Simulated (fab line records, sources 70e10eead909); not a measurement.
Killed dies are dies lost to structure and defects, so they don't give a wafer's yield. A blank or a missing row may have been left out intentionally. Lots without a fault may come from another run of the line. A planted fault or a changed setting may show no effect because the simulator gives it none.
Which tool did it? | flow nandHarc | 36 wafers from 12 lots sampled at 5 of the route's 1302 steps

## WHAT EACH GAUGE READ, for each wafer
NHARC_P_ZERO_WELL_CD_MEAS_52: the cd target is 2000 nm.
lot  | measured     | on       | cdNm (nm)
L491 | day 2 01:38  | cdSem-02 | 1999.2 2001.6 1999.2
L492 | day 2 12:30  | cdSem-01 | 2000.1 1999.2 2001.2
L494 | day 3 07:46  | cdSem-03 | 2001.4 2000.5 1998.8
L495 | day 3 17:47  | cdSem-01 | 2000.4 1998.6 2003.3
L497 | day 4 14:02  | cdSem-03 | 1899.7 1902.9 1902.0
L498 | day 4 23:59  | cdSem-03 | 2000.1 2002.5 2000.0
L507 | day 8 20:11  | cdSem-02 | 1997.9 2000.1 1995.5
L508 | day 9 03:53  | cdSem-01 | 1996.8 1999.4 1999.3
L509 | day 9 13:55  | cdSem-02 | 2000.8 2000.3 2002.3
L510 | day 10 00:50 | cdSem-03 | 2001.3 2001.7 1997.6
L511 | day 10 10:02 | cdSem-03 | 1999.6 1998.9 1998.6
L513 | day 11 05:49 | cdSem-01 | 2001.6 1998.2 1999.1

NHARC_P_STI_OCD_MEAS_17.
lot  | measured     | on     | trenchDepthNm (nm) | trenchFootCdNm (nm)
L491 | day 2 21:53  | ocd-01 | 300 297 313        | 156.3 159.1 156.8
L492 | day 3 06:32  | ocd-02 | 297 313 298        | 159.4 159.7 162.4
L494 | day 4 02:50  | ocd-02 | 309 301 305        | 155.4 157.0 157.2
L495 | day 4 12:49  | ocd-02 | 304 296 304        | 154.5 159.9 155.4
L497 | day 5 11:11  | ocd-01 | 303 305 301        | 157.6 158.7 159.1
L498 | day 5 18:27  | ocd-01 | 305 298 304        | 157.1 161.5 160.0
L507 | day 9 15:40  | ocd-02 | 300 304 304        | 161.6 162.7 158.4
L508 | day 10 00:14 | ocd-01 | 303 309 301        | 157.1 158.0 163.3
L509 | day 10 07:58 | ocd-02 | 303 310 301        | 157.8 158.6 162.3
L510 | day 10 21:44 | ocd-01 | 299 306 307        | 157.1 154.4 154.6
L511 | day 11 03:44 | ocd-02 | 306 304 314        | 160.9 155.9 157.2
L513 | day 12 01:12 | ocd-02 | 307 311 307        | 159.8 156.3 155.8

NHARC_P_STI_OCD_MEAS_43.
lot  | measured     | on     | trenchDepthNm (nm) | trenchFootCdNm (nm)
L491 | day 2 22:24  | ocd-02 | 300 297 313        | 156.2 159.0 156.7
L492 | day 3 07:02  | ocd-01 | 296 314 299        | 159.3 159.8 161.9
L494 | day 4 03:20  | ocd-01 | 309 301 304        | 155.2 157.5 157.5
L495 | day 4 13:20  | ocd-01 | 304 296 305        | 154.7 159.9 155.2
L497 | day 5 11:41  | ocd-02 | 302 305 301        | 158.1 158.8 158.7
L498 | day 5 19:03  | ocd-02 | 305 299 304        | 156.9 160.8 160.2
L507 | day 9 16:10  | ocd-01 | 300 304 304        | 161.6 162.7 158.6
L508 | day 10 00:44 | ocd-02 | 303 309 301        | 157.1 157.5 163.1
L509 | day 10 08:28 | ocd-01 | 302 310 301        | 158.4 158.5 161.9
L510 | day 10 22:14 | ocd-02 | 299 306 307        | 157.0 153.4 154.4
L511 | day 11 04:15 | ocd-01 | 306 303 314        | 160.8 155.5 157.4
L513 | day 12 01:43 | ocd-01 | 308 311 308        | 159.6 156.4 155.4

## EACH LOT AND THE TOOL THAT RAN IT (in order: tool; ch and the chambers of the sampled wafers; start)
lot  | NHARC_P_ZERO_WELL_EXPOSE_49      | NHARC_P_STI_ETCH_31
L491 | krfScanner-04 ch 0, day 2 01:29  | rieDiel-09 ch 1,3, day 2 21:53 or earlier
L492 | krfScanner-04 ch 0, day 2 12:20  | rieDiel-09 ch 0,2,3, day 3 06:32 or earlier
L494 | krfScanner-02 ch 0, day 3 07:37  | rieDiel-13 ch 0,3, day 4 02:50 or earlier
L495 | krfScanner-01 ch 0, day 3 17:39  | rieDiel-13 ch 2,3, day 4 12:49 or earlier
L497 | krfScanner-01 ch 0, day 4 13:53  | rieDiel-09 ch 0,1, day 5 11:11 or earlier
L498 | krfScanner-01 ch 0, day 4 23:50  | rieDiel-13 ch 0,1,3, day 5 18:27 or earlier
L507 | krfScanner-01 ch 0, day 8 20:02  | rieDiel-13 ch 0,1,2, day 9 15:40 or earlier
L508 | krfScanner-04 ch 0, day 9 03:43  | rieDiel-13 ch 1,2, day 10 00:14 or earlier
L509 | krfScanner-02 ch 0, day 9 13:46  | rieDiel-13 ch 0,2, day 10 07:58 or earlier
L510 | krfScanner-02 ch 0, day 10 00:41 | rieDiel-13 ch 0,1,3, day 10 21:44 or earlier
L511 | krfScanner-02 ch 0, day 10 09:53 | rieDiel-09 ch 0,1, day 11 03:44 or earlier
L513 | krfScanner-01 ch 0, day 11 05:40 | rieDiel-09 ch 1,2,3, day 12 01:12 or earlier
- NHARC_P_ZERO_WELL_EXPOSE_49: exposes mask P HVPW, target cd 2000 nm.
- NHARC_P_STI_ETCH_31: etches the open film in CF4/CHF3, target depth 108.9 nm, time 54.5 s.

## AS READ BY THE TOOLS THEMSELVES (means over the sampled wafers that have a number; for cases with no such wafer, the mark the record gives instead)
NHARC_P_ZERO_WELL_EXPOSE_49.
lot  | tool          | reticleTempC (C)
L491 | krfScanner-04 | 22.91
L492 | krfScanner-04 | 23.14
L494 | krfScanner-02 | 23.05
L495 | krfScanner-01 | 23.07
L497 | krfScanner-01 | 23.10
L498 | krfScanner-01 | 22.90
L507 | krfScanner-01 | 23.03
L508 | krfScanner-04 | 22.94
L509 | krfScanner-02 | 23.02
L510 | krfScanner-02 | 22.95
L511 | krfScanner-02 | 23.06
L513 | krfScanner-01 | 23.00

NHARC_P_STI_ETCH_31.
lot  | tool       | chf3FlowSccm (sccm) | drypumpMotorCurrentA (A) | oesProductAu (a.u.) | rfVppV (V) | showerheadPlenumPTorr (Torr) | throttleValvePct (%)
L491 | rieDiel-09 | 29.99               | 5.2                      | 0.968               | 370.7      | 1.58                         | 16.802
L492 | rieDiel-09 | 30.01               | 5.5                      | 0.944               | 369.6      | 1.53                         | 16.798
L494 | rieDiel-13 | 29.93               | 6.2                      | 0.939               | 373.5      | 1.64                         | 16.797
L495 | rieDiel-13 | 30.02               | 5.9                      | 0.956               | 368.4      | 1.53                         | 16.803
L497 | rieDiel-09 | 29.99               | 5.3                      | 0.964               | 370.2      | 1.56                         | 16.799
L498 | rieDiel-13 | 30.02               | 6.0                      | 0.972               | 372.4      | 1.63                         | 16.802
L507 | rieDiel-13 | 30.07               | 6.1                      | 0.960               | 370.7      | 1.59                         | 16.812
L508 | rieDiel-13 | 30.08               | 6.0                      | 0.953               | 369.0      | 1.53                         | 16.801
L509 | rieDiel-13 | 29.98               | 6.4                      | 0.922               | 371.1      | 1.59                         | 16.800
L510 | rieDiel-13 | 29.94               | 5.9                      | 0.973               | 372.3      | 1.63                         | 16.796
L511 | rieDiel-09 | 30.01               | 5.4                      | 0.958               | 369.7      | 1.56                         | 16.800
L513 | rieDiel-09 | 29.98               | 5.4                      | 0.968               | 370.4      | 1.57                         | 16.802

## THE ANSWER, worked out from the rows above alone
Rule: the lots themselves supply what counts as usual. Put in order of their means at a reading, lots are off if they are a third of the lots or fewer, leave a main group of 4 or more, and stand apart from it by a gap of 3 or more times the standard deviation of the main group's means; of several such gaps the widest counts. A main group is skipped when, at the precision printed for the reading in the tables above, its means are all equal. Also off: a lot with no number at a reading for which 4 or more lots have one. All remaining lots with rows at the step are treated as sound. After the gauges, taken in route order, come the tools' own readings; for these a lot's mean is taken, as printed above. At the first step where some lot is off, the reading lying furthest off is the one used; lots without a number count as furthest.
Off: L497, at NHARC_P_ZERO_WELL_CD_MEAS_52 (cdNm). For the main group the mean is 1999.9 nm and the standard deviation 0.98.
If a tool, at a process step before that reading, ran all the lots that are off and no sound lot after the first of them, it fits. The gauges at NHARC_P_ZERO_WELL_CD_MEAS_52 are tried like those tools. No candidate that was tried fits.

## WHAT WAS PUT IN BY THE SIMULATOR
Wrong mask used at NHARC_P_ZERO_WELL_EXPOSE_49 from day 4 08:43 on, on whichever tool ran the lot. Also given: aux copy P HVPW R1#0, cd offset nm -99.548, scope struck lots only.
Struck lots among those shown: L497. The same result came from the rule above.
